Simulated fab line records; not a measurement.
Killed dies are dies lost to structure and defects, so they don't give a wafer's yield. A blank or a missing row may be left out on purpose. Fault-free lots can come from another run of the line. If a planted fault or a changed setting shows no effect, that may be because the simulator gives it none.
fab line records	flow nand_harc
record: lots: 12	wafers: 34	last_day: 33
route steps=1302 shown A_ONON_D1@449 A_CHANNEL_HOLE_D1@467 END@1302
lots with no fault: from the same line, run without faults
start_h: start of the lot's first displayed wafer, in hours after the record's first day	wait_h: hours since the lot's step before	" as in the row above	L1.1+2: a single row standing in for several wafers	- no value present, or no start provided	* or withheld: withheld	< > ~ a bound
route shown NAME@n: NAME is a module with steps in the file, n the number in the route of the first one	usual: mean/standard deviation of fault-free wafers	same: alike in all rows	chamber/n: place in a boat	sites: the reading at each site	_std_site: the standard deviation of these	_edge_site: mean of outer sites minus mean of inner sites	radius_mm: for every site, how far away it sits from the centre of the wafer	mask NAME#n: copy n	behind: the most recent tool/chamber to have shaped the wafer	hold: the reason the lot was held/the length of the hold in hours/how it ended	device: whichever transistor did not switch (one of n, p or np)	end of line: tests run on the same wafers once the route is complete	a step given without rows: its recipe and nothing more	killed: not the wafer's yield, but the dies lost to structure and defects at the first sort	map: a wafer's dies, x killed, . not, _ none there
set.NAME: setting as actually run; set.NAME@STEP: the setting as run at that earlier step	model.NAME: the simulator's own value behind a step, which no gauge read
the route's steps for a sample of lots (tables are steps, rows are wafers)
services: the hour from which a tool's chamber was out of use, counted from the record's first day as start_h (under 0 if before that day), plus the number of hours and why
== steps ==
step: NHARC_A_ONON_D1_INSPECT_32
usual: raw_defect_count: 80/28
lot.wafer	tool	chamber	start_h	wait_h	raw_defect_count
L949.1	defect_inspect-01	-	179.31	0.0	83
L949.2	"	-	"	"	119
L949.3	"	-	"	"	131
L950.2	defect_inspect-01	-	194.78	0.0	58
L950.5	"	-	"	"	90
L950.6	"	-	"	"	72
L952.3	defect_inspect-01	-	222.13	0.0	119
L952.4	"	-	"	"	101
L952.6	"	-	"	"	98
L955.1	defect_inspect-02	-	244.00	0.0	117
L955.2	"	-	"	"	77
L955.5	"	-	"	"	131
L954.1	defect_inspect-01	-	244.01	0.0	104
L954.3	"	-	"	"	65
L954.6	"	-	"	"	55
L956.1	defect_inspect-01	-	259.15	0.0	89
L956.2	"	-	"	"	50
L956.6	"	-	"	"	107
L957.1	defect_inspect-02	-	259.15	0.0	61
L957.3	"	-	"	"	47
L957.5	"	-	"	"	30
L958.4	defect_inspect-02	-	277.67	0.0	86
L958.5	"	-	"	"	42
L958.6	"	-	"	"	60
L964.1	defect_inspect-01	-	335.46	0.0	41
L964.4	"	-	"	"	64
L964.5	"	-	"	"	59
L965.2	defect_inspect-02	-	347.86	0.0	50
L965.4	"	-	"	"	136
L965.5	"	-	"	"	50
L966.5	defect_inspect-02	-	354.40	0.0	106
L970.1	defect_inspect-01	-	400.50	0.0	75
L970.5	"	-	"	"	79
L970.6	"	-	"	"	77
step: NHARC_A_CHANNEL_HOLE_D1_ETCH_39
recipe: target_depth_a: 2600	over_etch_frac: 0.3	time_s: 325	ion_energy_ev: 200	n2_flow_sccm: 150	h2_flow_sccm: 150	ar_flow_sccm: 0	rf_w: 400	bias_w: 150	chemistry: N2/H2
usual: drypump_motor_current_A: 5.6/0.5	mfc_ar_sccm: 0.010/0.01	oes_product_au: 1.003/0.0088	over_etch_frac: 0.3/0	rf_vpp_V: 431.7/2.4	showerhead_plenum_p_Torr: 2.08/0.085	throttle_valve_pct: 14.172/0.0089
lot.wafer	tool	chamber	start_h	wait_h	drypump_motor_current_A	mfc_ar_sccm	oes_product_au	over_etch_frac	rf_hours_counter_h	rf_vpp_V	showerhead_plenum_p_Torr	throttle_valve_pct
L949.3	rie_diel-01	0	182.86	-	5.3	0.008	1.002	0.3	12	434.0	2.15	14.167
L949.1	"	1	"	"	5.6	0.007	1.002	0.3	12	432.3	2.07	14.180
L949.2	"	2	"	"	6.4	0	1.006	0.3	12	432.2	2.09	14.167
L950.2	rie_diel-01	0	203.68	-	5.2	0.008	0.999	0.3	13	434.4	2.15	14.162
L950.5	"	3	"	"	5.6	0.023	1.004	0.3	-	432.6	2.12	14.183
L950.6	"	0	"	"	5.3	0.008	1.005	0.3	-	434.0	2.15	14.161
L952.4	rie_diel-05	2	225.42	-	6.2	0	0.995	0.3	62	425.9	1.87	14.160
L952.3	"	3	"	"	5.3	0	1.012	0.3	46	430.7	2.09	14.173
L952.6	"	1	"	"	5.5	0.006	1.004	0.3	-	428.1	1.96	14.173
L955.2	rie_diel-01	0	248.47	-	5.2	0.008	1.005	0.3	1	433.9	2.15	14.175
L955.1	"	1	"	"	5.6	0.007	0.999	0.3	2	431.3	2.07	14.165
L955.5	"	3	"	"	5.6	0.023	1.009	0.3	-	431.5	2.12	14.170
L954.1	rie_diel-03	3	248.64	-	6.6	0	1.004	0.3	47	426.2	1.89	14.185
L954.3	"	1	"	"	6.1	0.008	1.003	0.3	43	425.6	1.90	14.171
L954.6	"	3	"	"	6.6	0	1.016	0.3	-	426.5	1.89	14.175
L956.1	rie_diel-01	0	262.14	-	5.2	0.008	0.998	0.3	2	434.8	2.15	14.167
L956.2	"	1	"	"	5.6	0.007	1.006	0.3	3	430.3	2.07	14.185
L956.6	"	0	"	"	5.1	0.008	1.010	0.3	-	433.4	2.15	14.182
L957.3	rie_diel-01	3	264.13	-	5.6	0.023	1.008	0.3	4	431.4	2.12	14.167
L957.1	"	0	"	"	5.2	0.008	1.006	0.3	2	432.9	2.15	14.179
L957.5	"	0	"	"	5.2	0.008	1.002	0.3	-	433.0	2.15	14.163
L958.4	rie_diel-01	0	284.52	-	5.2	0.008	0.996	0.3	4	434.3	2.15	14.154
L958.5	"	2	"	"	6.4	0	1.011	0.3	-	432.2	2.08	14.157
L958.6	"	3	"	"	5.6	0.023	1.016	0.3	-	435.6	2.12	14.173
L964.4	rie_diel-01	1	338.52	-	5.5	0.007	1.015	0.3	10	433.1	2.07	14.187
L964.1	"	0	"	"	5.2	0.008	1.003	0.3	9	433.2	2.14	14.160
L964.5	"	1	"	"	5.6	0.007	1.006	0.3	-	431.1	2.07	14.160
L965.4	rie_diel-01	0	350.95	-	5.2	0.008	1.008	0.3	10	432.9	2.14	14.182
L965.2	"	2	"	"	6.4	0	1.022	0.60863	10	430.8	2.08	14.188
L965.5	"	1	"	"	5.6	0.007	0.999	0.60863	-	431.1	2.06	14.178
L966.5	rie_diel-01	1	361.57	-	5.6	0.007	0.994	0.60863	-	431.1	2.06	14.175
L970.1	rie_diel-05	3	403.87	-	5.3	0	1.012	0.3	58	431.6	2.07	14.180
L970.5	"	3	"	"	5.3	0	1.000	0.3	-	430.8	2.07	14.167
L970.6	"	0	"	"	4.7	0.032	0.992	0.3	-	431.5	2.09	14.179
step: NHARC_A_CHANNEL_HOLE_D1_ETCH_20
recipe: bias_v: 3000	source_w: withheld	pressure_mtorr: 20	time_s: 361.9	ar_flow_sccm: 375	c4f8_flow_sccm: 89.3	o2_flow_sccm: 35.7	temp_c: -20	target_depth_a: 16000	chemistry: C4F8/O2/Ar
usual: drypump_motor_current_A: 5.9/0.42	mfc_ar_sccm: 375.1/0.99	showerhead_plenum_p_Torr: 3.65/0.074	throttle_valve_pct: 32.154/0.0094
lot.wafer	tool	chamber	start_h	wait_h	drypump_motor_current_A	mfc_ar_sccm	rf_hours_counter_h	showerhead_plenum_p_Torr	throttle_valve_pct
L949.2	har_etch-02	1	183.97	0.1	6.4	373.7	295	3.77	32.133
L949.1	"	0	"	"	5.2	374.1	295	3.68	32.159
L949.3	"	0	"	"	5.2	374.5	-	3.68	32.152
L950.2	har_etch-01	0	204.82	0.1	5.7	375.8	96	3.58	32.175
L950.6	"	1	"	"	6.2	375.8	-	3.73	32.157
L950.5	"	0	"	"	5.7	376.4	-	3.58	32.139
L952.3	har_etch-02	0	226.59	0.2	5.2	375.0	-	3.67	32.155
L952.4	"	1	"	"	6.5	375.6	-	3.75	32.143
L952.6	"	1	"	"	6.5	374.9	-	3.75	32.143
L955.1	har_etch-02	1	249.54	0.1	6.5	375.0	329	3.75	32.148
L955.2	"	0	"	"	5.2	374.7	329	3.66	32.166
L955.5	"	0	"	"	5.2	376.0	-	3.66	32.144
L954.1	har_etch-01	1	249.90	0.1	6.2	374.5	122	3.71	32.149
L954.3	"	0	"	"	5.7	374.2	-	3.57	32.146
L954.6	"	0	"	"	5.7	374.5	-	3.57	32.148
L956.2	har_etch-01	0	263.23	0.1	5.7	376.9	126	3.57	32.157
L956.1	"	1	"	"	6.2	374.7	126	3.71	32.148
L956.6	"	1	"	"	6.2	374.9	-	3.71	32.166
L957.1	har_etch-01	0	267.40	0.1	5.7	376.1	130	3.57	32.150
L957.3	"	1	"	"	6.1	374.0	-	3.71	32.147
L957.5	"	1	"	"	6.2	376.5	-	3.71	32.168
L958.4	har_etch-01	1	289.38	0.2	6.2	376.7	-	3.70	32.155
L958.5	"	0	"	"	5.7	376.5	-	3.56	32.159
L958.6	"	1	"	"	6.2	374.9	-	3.70	32.143
L964.1	har_etch-02	0	341.21	0.1	5.3	375.5	386	3.63	32.161
L964.4	"	0	"	"	5.2	375.6	-	3.63	32.148
L964.5	"	1	"	"	6.5	375.1	-	3.72	32.150
L965.2	har_etch-01	0	352.06	0.1	5.7	374.2	183	3.54	32.153
L965.4	"	0	"	"	5.7	374.1	-	3.54	32.156
L965.5	"	0	"	"	5.7	375.4	-	3.54	32.140
L966.5	har_etch-02	0	363.30	0.3	5.2	374.2	-	3.62	32.143
L970.1	har_etch-02	0	405.40	0.1	5.2	376.5	8	3.61	32.153
L970.5	"	0	"	"	5.2	374.6	-	3.61	32.173
L970.6	"	1	"	"	6.4	375.1	-	3.71	32.150
step: NHARC_A_CHANNEL_HOLE_D1_ETCH_21
recipe: bias_v: 3000	source_w: withheld	pressure_mtorr: 20	time_s: 514.3	ar_flow_sccm: 375	c4f8_flow_sccm: 89.3	o2_flow_sccm: 35.7	temp_c: -20	target_depth_a: 16000	chemistry: C4F8/O2/Ar
usual: drypump_motor_current_A: 5.9/0.42	mfc_ar_sccm: 374.9/0.99	showerhead_plenum_p_Torr: 3.65/0.074	throttle_valve_pct: 32.154/0.0088
lot.wafer	tool	chamber	start_h	wait_h	drypump_motor_current_A	mfc_ar_sccm	rf_hours_counter_h	showerhead_plenum_p_Torr	throttle_valve_pct
L949.2	har_etch-02	1	184.28	0.3	6.4	373.3	295	3.77	32.152
L949.1	"	0	"	"	5.2	374.6	295	3.68	32.157
L949.3	"	0	"	"	5.2	374.7	-	3.68	32.153
L950.2	har_etch-01	0	205.15	0.3	5.7	377.1	96	3.58	32.144
L950.6	"	1	"	"	6.2	374.6	-	3.73	32.158
L950.5	"	0	"	"	5.7	374.9	-	3.58	32.157
L952.3	har_etch-02	0	226.95	0.3	5.2	374.2	-	3.67	32.164
L952.4	"	1	"	"	6.5	376.9	-	3.75	32.168
L952.6	"	1	"	"	6.5	376.6	-	3.75	32.150
L955.1	har_etch-02	1	249.85	0.3	6.5	374.4	330	3.75	32.156
L955.2	"	0	"	"	5.2	374.4	330	3.66	32.136
L955.5	"	0	"	"	5.2	375.3	-	3.66	32.156
L954.1	har_etch-01	1	250.21	0.3	6.2	375.3	123	3.71	32.167
L954.3	"	0	"	"	5.7	375.6	-	3.57	32.152
L954.6	"	0	"	"	5.7	373.9	-	3.57	32.142
L956.2	har_etch-01	0	263.54	0.3	5.7	373.9	126	3.57	32.159
L956.1	"	1	"	"	6.2	373.6	126	3.71	32.140
L956.6	"	1	"	"	6.2	375.5	-	3.71	32.157
L957.1	har_etch-01	0	267.71	0.3	5.7	374.9	130	3.56	32.148
L957.3	"	1	"	"	6.2	376.0	-	3.71	32.162
L957.5	"	1	"	"	6.2	374.9	-	3.71	32.152
L958.4	har_etch-01	1	289.75	0.3	6.2	374.9	-	3.70	32.155
L958.5	"	0	"	"	5.7	375.5	-	3.56	32.160
L958.6	"	1	"	"	6.2	375.4	-	3.70	32.149
L964.1	har_etch-02	0	341.52	0.3	5.2	374.9	387	3.63	32.158
L964.4	"	0	"	"	5.2	373.4	-	3.63	32.152
L964.5	"	1	"	"	6.4	375.7	-	3.72	32.155
L965.2	har_etch-01	0	352.37	0.3	5.7	376.8	184	3.54	32.147
L965.4	"	0	"	"	5.7	374.5	-	3.54	32.173
L965.5	"	0	"	"	5.7	376.1	-	3.54	32.143
L966.5	har_etch-02	0	363.73	0.4	5.2	375.5	-	3.62	32.153
L970.1	har_etch-02	0	405.71	0.3	5.2	374.7	8	3.61	32.158
L970.5	"	0	"	"	5.2	375.5	-	3.61	32.157
L970.6	"	1	"	"	6.5	377.5	-	3.71	32.157
step: NHARC_END_SORT_01
recipe: temp_c: 25
usual: killed_at_array: 62/20	killed_at_other: 0.8/1.1	killed_at_periphery: 3.5/2.4	killed_dies: 66/21	killed_open: 3.5/1.9	killed_short: 2.5/1.7
same: gross_dies: 677
lot.wafer	tool	chamber	start_h	wait_h	killed_at_array	killed_at_other	killed_at_periphery	killed_dies	killed_open	killed_short
L949.1	prober-01	0	562.27	2.5	47	1	5	53	5	1
L949.2	prober-01	0	563.06	2.8	62	0	6	68	2	3
L949.3	prober-01	0	563.85	3.1	74	1	1	76	2	2
L950.2	prober-01	0	588.80	2.8	45	0	3	48	7	3
L950.5	prober-01	0	591.22	3.7	49	1	3	53	4	5
L950.6	prober-01	0	592.02	4.0	42	1	3	46	6	4
L952.3	prober-01	0	601.33	3.1	72	0	1	73	3	2
L952.4	prober-01	0	602.12	3.4	67	1	1	69	3	3
L952.6	prober-01	0	603.70	4.0	54	0	1	55	3	2
L955.1	prober-02	0	634.05	2.5	93	0	0	93	7	7
L955.2	prober-02	0	634.85	2.8	79	0	0	79	4	4
L955.5	prober-02	0	637.26	3.7	86	0	2	88	5	3
L956.1	prober-01	0	634.09	2.5	37	1	3	41	4	5
L956.2	prober-01	0	634.88	2.8	32	1	3	36	6	2
L956.6	prober-01	0	638.04	4.0	32	4	2	38	2	2
L954.1	prober-01	0	643.69	2.5	91	1	3	95	3	1
L954.3	prober-01	0	645.27	3.1	88	1	4	93	3	3
L954.6	prober-01	0	647.65	4.0	90	1	4	95	3	2
L957.1	prober-02	0	643.69	2.5	58	2	3	63	5	4
L957.3	prober-02	0	645.31	3.1	70	1	0	71	11	1
L957.5	prober-02	0	646.92	3.7	85	1	0	86	1	3
L958.4	prober-01	0	688.16	3.4	53	1	8	62	2	5
L958.5	prober-01	0	688.95	3.7	47	2	6	55	3	1
L958.6	prober-01	0	689.75	4.0	53	1	5	59	1	4
L964.1	prober-01	0	720.55	2.5	43	0	7	50	1	2
L964.4	prober-01	0	722.94	3.4	51	0	9	60	5	2
L964.5	prober-01	0	723.74	3.7	43	2	7	52	4	2
L966.5	prober-02	0	723.73	3.7	70	2	5	77	2	5
L965.2	prober-02	0	731.24	2.8	82	0	3	85	2	3
L965.4	prober-02	0	732.81	3.4	72	4	8	84	5	3
L965.5	prober-02	0	733.60	3.6	68	1	5	74	4	1
L970.1	prober-02	0	792.08	2.5	69	2	9	80	5	2
L970.5	prober-02	0	795.28	3.7	79	1	7	87	1	5
L970.6	prober-02	0	796.07	4.0	81	0	7	88	3	4
killed by level:class
L949.1 A_CHANNEL_HOLE_D1:chamber_film_flake=22 A_CHANNEL_HOLE_D2:chamber_film_flake=19 P_M0:chamber_film_flake=3 A_ONON_D2:geometric_particle:open=2 A_CONTACT:chamber_film_flake=2 P_GATE:geometric_particle:open=1 P_M1:geometric_particle:open=1 A_DECK1_JOINT:geometric_particle:open=1
L949.2 A_CHANNEL_HOLE_D2:chamber_film_flake=28 A_CHANNEL_HOLE_D1:chamber_film_flake=23 P_GATE:chamber_film_flake=3 P_M0:chamber_film_flake=3 A_CONTACT:chamber_film_flake=3 A_DECK1_JOINT:chamber_film_flake=2 A_DECK1_JOINT:geometric_particle:open=1 A_ONON_D2:geometric_particle:short=1
L949.3 A_CHANNEL_HOLE_D2:chamber_film_flake=38 A_CHANNEL_HOLE_D1:chamber_film_flake=28 A_CONTACT:chamber_film_flake=2 A_SOURCE_PLATE:geometric_particle:open=1 A_STAIRCASE:geometric_particle:short=1 A_WL_FILL:geometric_particle:short=1 A_BLC:geometric_particle:open=1 P_GATE:chamber_film_flake=1
L950.2 A_CHANNEL_HOLE_D2:chamber_film_flake=29 A_SGD_CUT:chamber_film_flake=3 P_GATE:geometric_particle:open=2 A_DECK1_JOINT:geometric_particle:open=2 A_STAIRCASE:chamber_film_flake=2 A_WL_FILL:chamber_film_flake=2 A_CHANNEL_FILL_D1:geometric_particle:short=1 A_CHANNEL_FILL_D2:geometric_particle:open=1
L950.5 A_CHANNEL_HOLE_D2:chamber_film_flake=37 A_CHANNEL_FILL_D2:geometric_particle:short=2 A_M0:geometric_particle:open=2 A_CHANNEL_HOLE_D1:chamber_film_flake=2 A_BLC:chamber_film_flake=2 P_GATE:geometric_particle:short=1 P_CONTACT:geometric_particle:short=1 P_CONTACT:geometric_particle:open=1
L950.6 A_CHANNEL_HOLE_D2:chamber_film_flake=28 A_SGD_CUT:chamber_film_flake=3 A_CHANNEL_HOLE_D1:chamber_film_flake=2 P_M0:geometric_particle:open=1 P_M1:geometric_particle:short=1 P_M1:geometric_particle:open=1 A_SOURCE_PLATE:geometric_particle:short=1 A_ONON_D1:geometric_particle:short=1
L952.3 A_CHANNEL_HOLE_D1:chamber_film_flake=32 A_SLIT:chamber_film_flake=25 A_CHANNEL_HOLE_D2:chamber_film_flake=5 A_STAIRCASE:chamber_film_flake=2 A_CONTACT:chamber_film_flake=2 P_STI:geometric_particle:open=1 A_SOURCE_PLATE:geometric_particle:short=1 A_CHANNEL_FILL_D1:geometric_particle:short=1
L952.4 A_CHANNEL_HOLE_D1:chamber_film_flake=25 A_SLIT:chamber_film_flake=25 A_CONTACT:chamber_film_flake=5 A_CHANNEL_HOLE_D2:chamber_film_flake=4 A_ONON_D1:geometric_particle:short=2 A_STAIRCASE:chamber_film_flake=2 P_M0:geometric_particle:open=1 A_CHANNEL_FILL_D1:geometric_particle:open=1
L952.6 A_CHANNEL_HOLE_D1:chamber_film_flake=26 A_SLIT:chamber_film_flake=20 A_CHANNEL_HOLE_D2:chamber_film_flake=2 P_GATE:geometric_particle:open=1 A_ONON_D1:geometric_particle:open=1 A_CHANNEL_FILL_D1:geometric_particle:short=1 A_ONON_D2:geometric_particle:open=1 A_CHANNEL_HOLE_D2:geometric_particle:short=1
L955.1 A_CHANNEL_HOLE_D1:chamber_film_flake=28 A_SLIT:chamber_film_flake=28 A_CHANNEL_HOLE_D2:chamber_film_flake=11 A_STAIRCASE:chamber_film_flake=5 A_CHANNEL_FILL_D2:chamber_film_flake=4 A_M0:geometric_particle:open=3 A_ONON_D1:geometric_particle:open=2 A_ONON_D1:geometric_particle:short=2
L956.1 A_CHANNEL_HOLE_D2:chamber_film_flake=11 A_CHANNEL_HOLE_D1:chamber_film_flake=7 A_WL_FILL:chamber_film_flake=3 A_ONON_D1:geometric_particle:open=2 P_ZERO_WELL:chamber_film_flake=2 A_ZERO_WELL:chamber_film_flake=2 A_CHANNEL_FILL_D1:chamber_film_flake=2 A_SLIT:chamber_film_flake=2
L955.2 A_SLIT:chamber_film_flake=26 A_CHANNEL_HOLE_D1:chamber_film_flake=25 A_CHANNEL_HOLE_D2:chamber_film_flake=9 A_STAIRCASE:chamber_film_flake=5 A_CHANNEL_FILL_D2:chamber_film_flake=4 A_CHANNEL_FILL_D1:geometric_particle:short=1 A_DECK1_JOINT:geometric_particle:short=1 A_DECK1_JOINT:geometric_particle:open=1
L956.2 A_CHANNEL_HOLE_D2:chamber_film_flake=10 A_CHANNEL_HOLE_D1:chamber_film_flake=5 A_STAIRCASE:chamber_film_flake=3 A_CONTACT:chamber_film_flake=3 A_ONON_D2:geometric_particle:open=2 A_ZERO_WELL:chamber_film_flake=2 A_WL_FILL:chamber_film_flake=2 P_GATE:geometric_particle:short=1
L955.5 A_CHANNEL_HOLE_D1:chamber_film_flake=33 A_SLIT:chamber_film_flake=29 A_CHANNEL_HOLE_D2:chamber_film_flake=9 A_STAIRCASE:chamber_film_flake=4 P_M0:geometric_particle:open=1 A_ONON_D1:geometric_particle:short=1 A_ONON_D2:geometric_particle:open=1 A_CHANNEL_FILL_D2:geometric_particle:short=1
L956.6 A_CHANNEL_HOLE_D2:chamber_film_flake=10 A_CHANNEL_HOLE_D1:chamber_film_flake=4 A_STAIRCASE:chamber_film_flake=4 THIN_TSV:chamber_film_flake=4 A_ZERO_WELL:chamber_film_flake=3 A_WL_FILL:chamber_film_flake=3 A_CONTACT:chamber_film_flake=3 P_M0:geometric_particle:short=1
L954.1 A_SLIT:chamber_film_flake=31 A_CHANNEL_HOLE_D2:chamber_film_flake=29 A_ZERO_WELL:chamber_film_flake=7 A_CONTACT:chamber_film_flake=7 A_CHANNEL_HOLE_D1:chamber_film_flake=5 A_STAIRCASE:chamber_film_flake=4 A_WL_FILL:chamber_film_flake=3 P_GATE:geometric_particle:short=1
L957.1 A_CHANNEL_HOLE_D2:chamber_film_flake=30 A_SLIT:chamber_film_flake=15 A_ONON_D2:geometric_particle:short=2 A_M0:geometric_particle:open=2 A_CHANNEL_HOLE_D1:chamber_film_flake=2 A_STAIRCASE:chamber_film_flake=2 P_GATE:geometric_particle:short=1 A_ONON_D2:geometric_particle:open=1
L954.3 A_CHANNEL_HOLE_D2:chamber_film_flake=34 A_SLIT:chamber_film_flake=31 A_WL_FILL:chamber_film_flake=4 A_CONTACT:chamber_film_flake=4 A_STAIRCASE:chamber_film_flake=3 A_WL_FILL:geometric_particle:short=2 P_ZERO_WELL:chamber_film_flake=2 A_ZERO_WELL:chamber_film_flake=2
L957.3 A_CHANNEL_HOLE_D2:chamber_film_flake=25 A_SLIT:chamber_film_flake=25 A_CONTACT:geometric_particle:open=3 A_CHANNEL_HOLE_D1:chamber_film_flake=3 A_CHANNEL_FILL_D1:geometric_particle:open=2 A_M0:geometric_particle:open=2 A_STAIRCASE:chamber_film_flake=2 A_ONON_D1:geometric_particle:open=1
L957.5 A_CHANNEL_HOLE_D2:chamber_film_flake=37 A_SLIT:chamber_film_flake=32 A_CHANNEL_HOLE_D1:chamber_film_flake=6 A_STAIRCASE:chamber_film_flake=4 A_CHANNEL_FILL_D1:chamber_film_flake=2 A_DECK1_JOINT:geometric_particle:short=1 A_CHANNEL_FILL_D2:geometric_particle:short=1 A_WL_FILL:geometric_particle:short=1
L954.6 A_SLIT:chamber_film_flake=38 A_CHANNEL_HOLE_D2:chamber_film_flake=33 A_ZERO_WELL:chamber_film_flake=5 A_CHANNEL_HOLE_D1:chamber_film_flake=3 A_STAIRCASE:chamber_film_flake=3 P_GATE:chamber_film_flake=2 A_CONTACT:chamber_film_flake=2 P_M0:geometric_particle:open=1
L958.4 A_SLIT:chamber_film_flake=27 A_STAIRCASE:chamber_film_flake=10 A_CHANNEL_HOLE_D1:chamber_film_flake=4 A_CONTACT:chamber_film_flake=4 P_GATE:chamber_film_flake=3 A_WL_FILL:geometric_particle:short=2 P_CONTACT:chamber_film_flake=2 A_ONON_D1:geometric_particle:short=1
L958.5 A_SLIT:chamber_film_flake=26 A_STAIRCASE:chamber_film_flake=13 P_BONDPAD:chamber_film_flake=4 A_CHANNEL_FILL_D2:geometric_particle:open=2 P_ZERO_WELL:chamber_film_flake=2 A_CONTACT:chamber_film_flake=2 THIN_TSV:chamber_film_flake=2 A_CHANNEL_HOLE_D1:geometric_particle:open=1
L958.6 A_SLIT:chamber_film_flake=32 A_STAIRCASE:chamber_film_flake=8 A_CHANNEL_HOLE_D1:chamber_film_flake=5 P_ZERO_WELL:chamber_film_flake=2 P_GATE:chamber_film_flake=2 A_ONON_D1:geometric_particle:short=1 A_CHANNEL_HOLE_D1:geometric_particle:short=1 A_DECK1_JOINT:geometric_particle:short=1
L964.1 A_CHANNEL_HOLE_D1:chamber_film_flake=38 P_GATE:chamber_film_flake=3 P_ZERO_WELL:chamber_film_flake=2 P_M0:geometric_particle:short=1 A_CHANNEL_FILL_D1:geometric_particle:open=1 A_WL_FILL:geometric_particle:short=1 P_STI:chamber_film_flake=1 A_DECK1_JOINT:chamber_film_flake=1
L964.4 A_CHANNEL_HOLE_D1:chamber_film_flake=37 P_GATE:chamber_film_flake=8 A_SLIT:chamber_film_flake=3 A_CONTACT:chamber_film_flake=3 P_M2:geometric_particle:open=1 A_CHANNEL_FILL_D1:geometric_particle:open=1 A_DECK1_JOINT:geometric_particle:open=1 A_ONON_D2:geometric_particle:open=1
L966.5 A_CHANNEL_HOLE_D1:chamber_film_flake=30 A_SLIT:chamber_film_flake=30 A_CONTACT:chamber_film_flake=4 A_CHANNEL_FILL_D1:geometric_particle:short=2 P_STI:chamber_film_flake=2 THIN_TSV:chamber_film_flake=2 P_STI:geometric_particle:short=1 P_CONTACT:geometric_particle:short=1
L964.5 A_CHANNEL_HOLE_D1:chamber_film_flake=30 A_CONTACT:chamber_film_flake=5 P_STI:chamber_film_flake=4 A_M0:geometric_particle:open=2 P_GATE:chamber_film_flake=2 A_DECK1_JOINT:chamber_film_flake=2 THIN_TSV:chamber_film_flake=2 P_M0:geometric_particle:open=1
L965.2 A_SLIT:chamber_film_flake=36 A_CHANNEL_HOLE_D2:chamber_film_flake=26 A_CONTACT:chamber_film_flake=7 A_CHANNEL_HOLE_D1:chamber_film_flake=5 A_ONON_D2:geometric_particle:short=2 P_GATE:chamber_film_flake=2 A_WL_FILL:chamber_film_flake=2 A_DECK1_JOINT:geometric_particle:short=1
L965.4 A_SLIT:chamber_film_flake=31 A_CHANNEL_HOLE_D2:chamber_film_flake=19 A_CHANNEL_HOLE_D1:chamber_film_flake=12 A_CONTACT:chamber_film_flake=4 P_STI:chamber_film_flake=3 THIN_TSV:chamber_film_flake=3 P_CONTACT:geometric_particle:open=2 P_CONTACT:geometric_particle:short=1
L965.5 A_SLIT:chamber_film_flake=30 A_CHANNEL_HOLE_D2:chamber_film_flake=14 A_CHANNEL_HOLE_D1:chamber_film_flake=6 A_CONTACT:chamber_film_flake=4 P_STI:chamber_film_flake=4 A_WL_FILL:chamber_film_flake=4 A_CHANNEL_FILL_D2:chamber_film_flake=2 A_CHANNEL_FILL_D1:geometric_particle:open=1
L970.1 A_SLIT:chamber_film_flake=30 A_CHANNEL_HOLE_D2:chamber_film_flake=27 P_STI:chamber_film_flake=3 P_M0:geometric_particle:open=2 P_GATE:chamber_film_flake=2 A_CHANNEL_HOLE_D1:chamber_film_flake=2 A_STAIRCASE:chamber_film_flake=2 A_BLC:chamber_film_flake=2
L970.5 A_SLIT:chamber_film_flake=39 A_CHANNEL_HOLE_D2:chamber_film_flake=32 P_GATE:chamber_film_flake=3 P_M1:chamber_film_flake=3 A_ONON_D1:geometric_particle:short=2 A_ONON_D1:geometric_particle:open=1 A_CHANNEL_FILL_D2:geometric_particle:short=1 A_WL_FILL:geometric_particle:short=1
L970.6 A_SLIT:chamber_film_flake=42 A_CHANNEL_HOLE_D2:chamber_film_flake=23 P_GATE:chamber_film_flake=5 A_CONTACT:chamber_film_flake=4 A_STAIRCASE:chamber_film_flake=3 A_ONON_D1:geometric_particle:open=2 A_ONON_D1:geometric_particle:short=2 P_GATE:geometric_particle:open=1
== services ==
tool	chamber	start_h	hours	kind
rie_diel-03	2	176.28	13.0	repair
rie_diel-01	0	185.47	4.3	repair
rie_diel-01	-	187.36	0.5	repair
rie_diel-01	-	203.80	9.0	pm
rie_diel-05	1	204.70	8.6	repair
rie_diel-03	3	215.64	8.2	repair
rie_diel-01	0	222.51	8.1	repair
rie_diel-05	-	229.75	9.0	pm
rie_diel-03	0	230.86	22.7	repair
rie_diel-03	2	231.52	3.4	repair
rie_diel-05	0	276.49	2.7	repair
rie_diel-03	-	281.30	9.0	pm
rie_diel-01	2	292.63	9.6	repair
rie_diel-03	3	303.78	9.9	repair
rie_diel-03	2	313.06	53.2	repair
rie_diel-01	3	327.13	10.7	repair
rie_diel-05	-	333.91	2.4	repair
rie_diel-05	3	339.88	1.6	repair
rie_diel-05	0	352.29	2.8	repair
rie_diel-01	2	352.98	4.6	repair
rie_diel-05	2	371.79	6.8	repair
har_etch-02	-	377.00	17.0	pm
rie_diel-01	-	380.80	9.0	pm
rie_diel-01	3	392.56	9.8	repair
== key ==
first_sign: step: NHARC_A_CHANNEL_HOLE_D1_ETCH_39	reading: over_etch_frac	direction: up	sigmas: 99+	usual: 0.3	struck: 0.60863
effect none on later readings
met_at NHARC_A_CHANNEL_HOLE_D1_ETCH_39
struck_lots L965,L966
struck_wafers L965.2,L965.5,L966.5
tester_left_out L965,L966
not_acting_at NHARC_A_ONON_D1_INSPECT_32,NHARC_A_CHANNEL_HOLE_D1_ETCH_20,NHARC_A_CHANNEL_HOLE_D1_ETCH_21
onset_between 338.52 350.95
fault: kind: process_parameter_drift	tool: rie_diel-01	chamber: -	onset_h: 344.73	steps: NHARC_A_CHANNEL_HOLE_D1_ETCH_39	channel: over_etch_frac	offset: 0.30863	shape: step	end_h: 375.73	scope: struck_wafers_only	acts_in: these_recipes_only	stated: 0.3
tester_left_out: of these lots the tester's yield and bins aren't shown, on N5 and GAA mostly nor the transistor test; their killed dies are dies lost to structure and defects alone, not to doping, threshold or leakage, so they don't give the yield
